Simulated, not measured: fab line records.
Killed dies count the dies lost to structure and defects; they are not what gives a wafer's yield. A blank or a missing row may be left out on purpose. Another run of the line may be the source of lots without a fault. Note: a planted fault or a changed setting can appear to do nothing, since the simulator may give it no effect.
fab line records ; flow nandHarc
record: lots: 11; wafers: 33; lastDay: 33
route steps=1302 shown A_M1@1187 A_BONDPAD@1212 END@1302
lots that met no fault: taken from a fault-free run of the same line
startH: hours from the record's first day to the start of the lot's first wafer shown ; waitH: hours since the lot's step before ; " same as the row above ; L1.1+2: several wafers, shown together as one row ; - no value, or no start was given ; * or withheld: withheld ; < > ~ a bound
route shown NAME@n: NAME is a module with steps in the file, n the number in the route of the first one ; usual: average and standard deviation across the fault-free wafers ; same: alike in all rows ; chamber/n: place in a boat ; sites: readings site by site ; _std_site: standard deviation across them ; _edge_site: mean of outer sites minus mean of inner sites ; radiusMm: for every site, how far away it sits from the centre of the wafer ; mask NAME#n: copy n ; behind: the last tool/chamber to shape the wafer ; hold: why the lot went on hold/how many hours it stayed there/how the hold came to an end ; device: whichever transistor did not switch (one of n, p or np) ; end of line: the tests these same wafers got at the end of their route ; for a step that has no rows: nothing shown but its recipe ; killed: count of dies lost to structure and defects at first sort (not the wafer's yield) ; map: dies across one wafer; x = killed, . = not, _ = none there
set.NAME: the setting that was run; set.NAME@STEP: the one run at that earlier step ; model.NAME: the simulator's own value behind a step, which no gauge read
a sample of lots followed through the steps of the route, with each step as a table and each wafer as a row
services: a tool's chamber out of use, with start hour (startH, from the record's first day; less than 0 if before it), hours out, and reason
== steps ==
step: NHARC_A_M1_ETCH_28
recipe: targetDepthA: 300; overEtchFrac: 0.3; timeS: 72.99; ionEnergyEv: 150; cf4FlowSccm: 50; n2FlowSccm: 100; arFlowSccm: 150; rfW: 300; biasW: 100; chemistry: CF4/N2
usual: drypumpMotorCurrentA: 5.8/0.47; oesProductAu: 0.999/0.0092; rfVppV: 313.0/1.9; showerheadPlenumPTorr: 2.56/0.094; throttleValvePct: 19.792/0.0099
lot.wafer;tool;chamber;startH;waitH;drypumpMotorCurrentA;oesProductAu;rfHoursCounterH;rfVppV;showerheadPlenumPTorr;throttleValvePct
L681.2;rieDiel-06;3;-;-;5.4;1.009;0.3;314.5;2.68;19.782
L681.6;rieDiel-06;0;-;-;6.6;1.003;-;311.7;2.48;19.789
L681.5;rieDiel-06;3;-;-;5.4;1.009;-;315.6;2.68;19.800
L683.1;rieDiel-12;2;-;-;5.7;1.004;2.5;311.5;2.47;19.807
L683.4;rieDiel-12;0;-;-;5.5;0.989;2.4;314.8;2.64;19.789
L683.6;rieDiel-12;3;-;-;5.9;1.001;-;311.1;2.47;19.802
L684.4;rieDiel-12;1;-;-;5.0;1.004;2.5;310.4;2.46;19.774
L684.6;rieDiel-12;1;-;-;5.0;1.007;-;310.8;2.46;19.787
L684.5;rieDiel-12;2;-;-;5.7;0.994;-;311.6;2.47;19.778
L689.2;rieDiel-12;0;-;-;5.5;0.987;3.1;315.2;2.64;19.774
L689.1;rieDiel-12;2;-;-;5.7;1.005;3.4;312.6;2.47;19.788
L689.4;rieDiel-12;3;-;-;5.9;1.003;3.4;311.1;2.47;19.798
L688.1;rieDiel-12;3;-;-;5.9;1.010;3.4;311.1;2.47;19.795
L688.3;rieDiel-12;1;-;-;4.9;1.014;3.2;311.5;2.46;19.801
L688.5;rieDiel-12;3;-;-;5.9;1.009;-;313.6;2.47;19.783
L690.2;rieDiel-06;3;-;-;5.4;0.992;6.2;314.6;2.68;19.786
L690.3;rieDiel-06;0;-;-;6.6;0.989;8.4;312.3;2.48;19.775
L690.5;rieDiel-06;2;-;-;6.0;0.989;-;312.8;2.57;19.787
L692.3;rieDiel-01;1;-;-;5.5;0.990;3.9;311.7;2.54;19.801
L692.2;rieDiel-01;3;-;-;6.5;1.008;4.6;312.8;2.55;19.790
L692.5;rieDiel-01;1;-;-;5.5;0.988;-;313.0;2.54;19.788
L697.3;rieDiel-06;1;-;-;5.9;1.007;0.2;311.6;2.48;19.811
L697.4;rieDiel-06;0;-;-;6.6;0.992;0.1;312.0;2.47;19.795
L697.5;rieDiel-06;1;-;-;5.9;1.019;-;311.9;2.48;19.790
L701.3;rieDiel-01;3;-;-;6.5;1.001;9.3;313.4;2.55;19.798
L701.2;rieDiel-01;0;-;-;6.4;1.004;6.8;316.7;2.78;19.811
L701.5;rieDiel-01;2;-;-;5.4;1.004;-;314.3;2.62;19.791
L702.3;rieDiel-01;0;-;-;6.4;1.023;6.8;316.1;2.78;19.787
L702.4;rieDiel-01;2;-;-;5.4;1.008;10.0;316.1;2.62;19.775
L702.5;rieDiel-01;0;-;-;6.4;1.004;-;317.9;2.78;19.810
L703.1;rieDiel-12;2;-;-;5.7;1.001;2.0;311.5;2.47;19.789
L703.3;rieDiel-12;1;-;-;5.0;0.990;2.0;311.7;2.46;19.791
L703.5;rieDiel-12;2;-;-;5.7;0.995;-;310.3;2.47;19.792
step: NHARC_A_M1_PRE_CLEAN_32
recipe: timeS: 12; tempC: 370; rfPowerW: 300; gas: NH3
usual: heaterPowerW: 647/77; susceptorTempC: 370.00/0.2
lot.wafer;tool;chamber;startH;waitH;heaterPowerW;susceptorTempC
L681.2;pecvd-03;2;522.78;0.1;658;370.04
L681.6;pecvd-03;0;522.78;0.1;596;370.00
L681.5;pecvd-03;1;522.78;0.1;658;369.96
L683.1;pecvd-03;0;566.65;0.1;657;370.02
L683.6;pecvd-03;2;566.65;0.1;645;369.85
L683.4;pecvd-03;0;566.65;0.1;648;369.94
L684.5;pecvd-01;1;570.41;0.1;644;370.01
L684.4;pecvd-01;2;570.41;0.1;632;369.61
L684.6;pecvd-01;0;570.41;0.1;563;370.22
L689.2;pecvd-01;2;604.34;0.1;595;369.91
L689.1;pecvd-01;0;604.34;0.1;581;370.09
L689.4;pecvd-01;0;604.34;0.1;592;369.91
L688.3;pecvd-03;0;608.03;0.1;595;370.20
L688.1;pecvd-03;1;608.03;0.1;632;369.90
L688.5;pecvd-03;0;608.03;0.1;603;370.25
L690.3;pecvd-01;0;624.05;0.1;504;370.00
L690.2;pecvd-01;2;624.05;0.1;553;369.67
L690.5;pecvd-01;1;624.05;0.1;673;369.79
L692.2;pecvd-01;2;653.45;0.1;658;369.91
L692.3;pecvd-01;0;653.45;0.1;524;369.87
L692.5;pecvd-01;1;653.45;0.1;653;369.75
L697.3;pecvd-03;1;677.81;0.1;689;369.77
L697.4;pecvd-03;1;677.81;0.1;689;370.08
L697.5;pecvd-03;2;677.81;0.1;699;370.12
L701.2;pecvd-02;1;734.75;0.1;830;370.15
L701.3;pecvd-02;2;734.75;0.1;708;370.04
L701.5;pecvd-02;0;734.75;0.1;611;370.20
L702.3;pecvd-01;0;735.93;0.1;528;369.72
L702.4;pecvd-01;0;735.93;0.1;528;369.85
L702.5;pecvd-01;1;735.93;0.1;631;370.28
L703.1;pecvd-02;0;741.43;0.1;621;370.29
L703.3;pecvd-02;2;741.43;0.1;726;370.03
L703.5;pecvd-02;0;741.43;0.1;612;370.25
step: NHARC_A_BONDPAD_EXPOSE_06
recipe: na: 0.55; doseMj: 36.99; maskId: A_BPAD
usual: exposureDoseMJCm2: 36.95/0.037
lot.wafer;tool;chamber;startH;waitH;mask;exposureDoseMJCm2
L681.2;krfScanner-01;0;524.34;-;A_BPAD#0;36.94
L681.5;krfScanner-01;0;524.34;-;A_BPAD#0;37.00
L681.6;krfScanner-01;0;524.34;-;A_BPAD#0;36.99
L683.1;krfScanner-01;0;568.21;-;A_BPAD#0;36.92
L683.4;krfScanner-01;0;568.21;-;A_BPAD#0;36.98
L683.6;krfScanner-01;0;568.21;-;A_BPAD#0;36.97
L684.4;krfScanner-01;0;571.97;-;A_BPAD#0;36.98
L684.5;krfScanner-01;0;571.97;-;A_BPAD#0;37.01
L684.6;krfScanner-01;0;571.97;-;A_BPAD#0;36.92
L689.1;krfScanner-03;0;606.02;-;A_BPAD#0;36.87
L689.2;krfScanner-03;0;606.02;-;A_BPAD#0;36.85
L689.4;krfScanner-03;0;606.02;-;A_BPAD#0;36.88
L688.1;krfScanner-01;0;609.74;-;A_BPAD#0;36.97
L688.3;krfScanner-01;0;609.74;-;A_BPAD#0;37.01
L688.5;krfScanner-01;0;609.74;-;A_BPAD#0;37.00
L690.2;krfScanner-03;0;625.77;-;A_BPAD#0;36.88
L690.3;krfScanner-03;0;625.77;-;A_BPAD#0;36.91
L690.5;krfScanner-03;0;625.77;-;A_BPAD#0;36.93
L692.2;krfScanner-03;0;655.04;-;A_BPAD#0;25.86
L692.3;krfScanner-03;0;655.04;-;A_BPAD#0;25.82
L692.5;krfScanner-03;0;655.04;-;A_BPAD#0;25.76
L697.3;krfScanner-01;0;679.40;-;A_BPAD#0;36.98
L697.4;krfScanner-01;0;679.40;-;A_BPAD#0;36.98
L697.5;krfScanner-01;0;679.40;-;A_BPAD#0;36.94
L701.2;krfScanner-03;0;736.45;-;A_BPAD#0;28.04
L701.3;krfScanner-03;0;736.45;-;A_BPAD#0;28.16
L701.5;krfScanner-03;0;736.45;-;A_BPAD#0;28.11
L702.3;krfScanner-01;0;737.66;-;A_BPAD#0;37.00
L702.4;krfScanner-01;0;737.66;-;A_BPAD#0;37.00
L702.5;krfScanner-01;0;737.66;-;A_BPAD#0;36.96
L703.1;krfScanner-02;0;743.13;-;A_BPAD#0;36.94
L703.3;krfScanner-02;0;743.13;-;A_BPAD#0;36.93
L703.5;krfScanner-02;0;743.13;-;A_BPAD#0;36.89
step: NHARC_A_BONDPAD_CD_MEAS_09
recipe: targetCdNm: 500; landingEnergyEv: 500
usual: cdNm: 500.5/1.6
lot.wafer;tool;chamber;startH;waitH;cdNm
L681.2;cdSem-01;0;524.49;-;500.4
L681.5;cdSem-01;0;524.49;-;498.2
L681.6;cdSem-01;0;524.49;-;499.8
L683.1;cdSem-03;0;568.36;-;498.8
L683.4;cdSem-03;0;568.36;-;501.5
L683.6;cdSem-03;0;568.36;-;499.3
L684.4;cdSem-01;0;572.11;-;500.3
L684.5;cdSem-01;0;572.11;-;501.3
L684.6;cdSem-01;0;572.11;-;502.0
L689.1;cdSem-03;0;606.17;-;500.8
L689.2;cdSem-03;0;606.17;-;500.6
L689.4;cdSem-03;0;606.17;-;499.4
L688.1;cdSem-01;0;609.89;-;501.8
L688.3;cdSem-01;0;609.89;-;501.6
L688.5;cdSem-01;0;609.89;-;501.8
L690.2;cdSem-03;0;625.92;-;500.1
L690.3;cdSem-03;0;625.92;-;501.1
L690.5;cdSem-03;0;625.92;-;499.4
L692.2;cdSem-02;0;655.19;-;489.9
L692.3;cdSem-02;0;655.19;-;490.6
L692.5;cdSem-02;0;655.19;-;489.7
L697.3;cdSem-03;0;679.55;-;498.4
L697.4;cdSem-03;0;679.55;-;502.9
L697.5;cdSem-03;0;679.55;-;501.9
L701.2;cdSem-02;0;736.59;-;491.3
L701.3;cdSem-02;0;736.59;-;490.5
L701.5;cdSem-02;0;736.59;-;492.1
L702.3;cdSem-03;0;737.80;-;501.0
L702.4;cdSem-03;0;737.80;-;502.6
L702.5;cdSem-03;0;737.80;-;501.5
L703.1;cdSem-01;0;743.28;-;501.4
L703.3;cdSem-01;0;743.28;-;501.4
L703.5;cdSem-01;0;743.28;-;499.0
step: NHARC_A_BONDPAD_ETCH_34
recipe: targetDepthA: 600; overetchA: 180; timeS: 65.91; ionEnergyEv: 200; n2FlowSccm: 150; h2FlowSccm: 150; arFlowSccm: 0; rfW: 400; biasW: 150; chemistry: N2/H2
usual: drypumpMotorCurrentA: 5.8/0.42; oesProductAu: 1.000/0.0079; rfVppV: 429.8/1.9; showerheadPlenumPTorr: 2.01/0.065; throttleValvePct: 14.172/0.009
lot.wafer;tool;chamber;startH;waitH;drypumpMotorCurrentA;oesProductAu;rfHoursCounterH;rfVppV;showerheadPlenumPTorr;throttleValvePct
L681.2;rieDiel-11;3;524.79;0.1;6.3;0.994;3;429.7;2.02;14.189
L681.5;rieDiel-11;3;524.79;0.1;6.3;1.003;-;431.3;2.02;14.174
L681.6;rieDiel-11;0;524.79;0.1;6.3;0.994;-;429.9;1.97;14.173
L683.1;rieDiel-11;3;568.66;0.1;6.2;0.998;4;428.7;2.02;14.176
L683.4;rieDiel-11;1;568.66;0.1;5.9;1.000;4;429.4;1.99;14.158
L683.6;rieDiel-11;3;568.66;0.1;6.2;1.004;-;429.4;2.02;14.169
L684.4;rieDiel-11;3;572.40;0.1;6.3;1.000;4;430.3;2.02;14.160
L684.6;rieDiel-11;2;572.40;0.1;6.0;1.003;-;429.5;1.99;14.177
L684.5;rieDiel-11;3;572.40;0.1;6.3;0.996;-;429.7;2.02;14.186
L689.1;rieDiel-11;2;606.47;0.1;6.1;0.998;5;429.5;1.99;14.167
L689.2;rieDiel-11;0;606.47;0.1;6.2;1.008;5;428.6;1.97;14.174
L689.4;rieDiel-11;1;606.47;0.1;5.9;1.002;5;428.7;1.99;14.171
L688.3;rieDiel-03;2;610.19;0.1;5.2;0.998;58;433.0;2.10;14.182
L688.1;rieDiel-03;3;610.19;0.1;5.4;1.012;54;426.3;1.92;14.166
L688.5;rieDiel-03;3;610.19;0.1;5.4;1.013;-;426.7;1.92;14.160
L690.3;rieDiel-05;0;626.22;0.1;5.5;0.989;1;429.6;1.99;14.168
L690.2;rieDiel-05;2;626.22;0.1;5.8;1.004;1;430.5;2.03;14.175
L690.5;rieDiel-05;0;626.22;0.1;5.5;1.008;-;429.5;1.99;14.161
L692.3;rieDiel-03;0;655.49;0.1;6.3;1.011;2;428.7;1.94;14.169
L692.2;rieDiel-03;3;655.49;0.1;5.4;0.995;2;425.6;1.91;14.169
L692.5;rieDiel-03;1;655.49;0.1;6.2;0.998;-;434.6;2.20;14.169
L697.3;rieDiel-05;2;679.84;0.1;5.8;0.996;11;429.7;2.02;14.187
L697.4;rieDiel-05;3;679.84;0.1;4.9;0.996;11;430.2;1.95;14.176
L697.5;rieDiel-05;2;679.84;0.1;5.8;0.988;-;429.3;2.02;14.170
L701.2;rieDiel-11;1;736.91;0.1;5.9;0.989;4;428.8;1.99;14.161
L701.3;rieDiel-11;3;736.91;0.1;6.3;0.986;4;431.2;2.02;14.164
L701.5;rieDiel-11;1;736.91;0.1;5.9;1.005;-;429.4;1.99;14.174
L702.3;rieDiel-05;3;738.10;0.1;5.0;0.999;22;428.3;1.95;14.171
L702.4;rieDiel-05;1;738.10;0.1;5.5;0.999;23;434.3;2.13;14.173
L702.5;rieDiel-05;3;738.10;0.1;4.9;0.999;-;428.2;1.95;14.163
L703.1;rieDiel-11;2;743.60;0.1;6.0;0.998;4;429.1;1.99;14.178
L703.3;rieDiel-11;1;743.60;0.1;5.9;0.995;5;429.2;1.99;14.167
L703.5;rieDiel-11;1;743.60;0.1;5.9;0.997;-;430.5;1.99;14.166
step: NHARC_END_SORT_01
recipe: tempC: 25
usual: defectLimitedYield: 91/3; killedAtArray: 59/20; killedAtOther: 0.8/1; killedAtPeriphery: 3.2/2.1; killedDies: 63/21; killedOpen: 3.0/1.9; killedShort: 2.3/1.5
same: grossDies: 677
lot.wafer;tool;chamber;startH;waitH;defectLimitedYield[%];killedAtArray;killedAtOther;killedAtPeriphery;killedDies;killedOpen;killedShort
L692.2;prober-01;0;686.67;2.8;89;73;0;4;77;5;2
L692.5;prober-01;0;689.05;3.7;91;51;2;7;60;2;1
killed by level:class
L692.2 A_SLIT:chamberFilmFlake=33 A_CONTACT:chamberFilmFlake=11 A_CHANNEL_HOLE_D1:chamberFilmFlake=7 A_STAIRCASE:chamberFilmFlake=5 A_CHANNEL_FILL_D2:chamberFilmFlake=3 A_SGD_CUT:chamberFilmFlake=3 A_WL_FILL:chamberFilmFlake=2 A_ONON_D1:geometricParticle:open=1
L692.5 A_SLIT:chamberFilmFlake=32 A_CONTACT:chamberFilmFlake=5 A_CHANNEL_HOLE_D1:chamberFilmFlake=4 A_SGD_CUT:chamberFilmFlake=4 P_ZERO_WELL:chamberFilmFlake=2 P_CONTACT:chamberFilmFlake=2 A_CHANNEL_HOLE_D2:chamberFilmFlake=2 A_STAIRCASE:chamberFilmFlake=2
== services ==
tool;chamber;startH;hours;kind
rieDiel-06;3;499.05;7.2;repair
rieDiel-01;1;499.19;7.7;repair
pecvd-03;1;535.16;18.3;repair
pecvd-03;-;547.39;13.0;pm
rieDiel-11;2;564.97;2.7;repair
krfScanner-03;-;568.00;4.0;pm
rieDiel-11;-;609.50;9.0;pm
krfScanner-03;-;612.44;0.6;repair
krfScanner-01;-;613.10;1.2;repair
pecvd-03;2;617.43;4.6;repair
rieDiel-12;0;617.82;4.4;repair
rieDiel-12;-;622.40;9.0;pm
krfScanner-01;-;656.00;4.0;pm
krfScanner-01;-;669.41;0.3;repair
pecvd-01;1;672.54;2.1;repair
pecvd-01;-;673.00;13.0;pm
rieDiel-11;3;678.79;3.0;repair
pecvd-03;-;688.90;1.5;repair
krfScanner-01;-;703.44;2.3;repair
rieDiel-12;1;714.09;16.6;repair
pecvd-03;-;728.39;13.0;pm
rieDiel-11;0;735.68;9.8;repair
rieDiel-12;-;739.89;15.0;repair
krfScanner-03;-;740.00;4.0;pm
== key ==
firstSign: step: NHARC_A_BONDPAD_EXPOSE_06; reading: exposureDoseMJCm2; direction: down; sigmas: 99+; usual: 36.95; struck: 26.96
effect: step: NHARC_A_BONDPAD_CD_MEAS_09; reading: cdNm; direction: down; sigmas: 6.2; usual: 500.5; struck: 490.7; through: controlLoop
metAt NHARC_A_BONDPAD_EXPOSE_06
struckLots L692,L701
loopTrim: step: NHARC_A_BONDPAD_EXPOSE_06; setting: dose; lots: L701
notActingAt NHARC_A_M1_ETCH_28,NHARC_A_M1_PRE_CLEAN_32,NHARC_A_BONDPAD_ETCH_34
onsetBetween 625.77 655.04
fault: kind: processParameterDrift; tool: krfScanner-03; chamber: -; onsetH: 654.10; steps: NHARC_A_BONDPAD_EXPOSE_06; channel: doseMj; offset: -11.094; shape: step; actsIn: theseRecipesOnly; stated: 36.99
loopTrim: a control loop set the setting to another value than it would have without faults
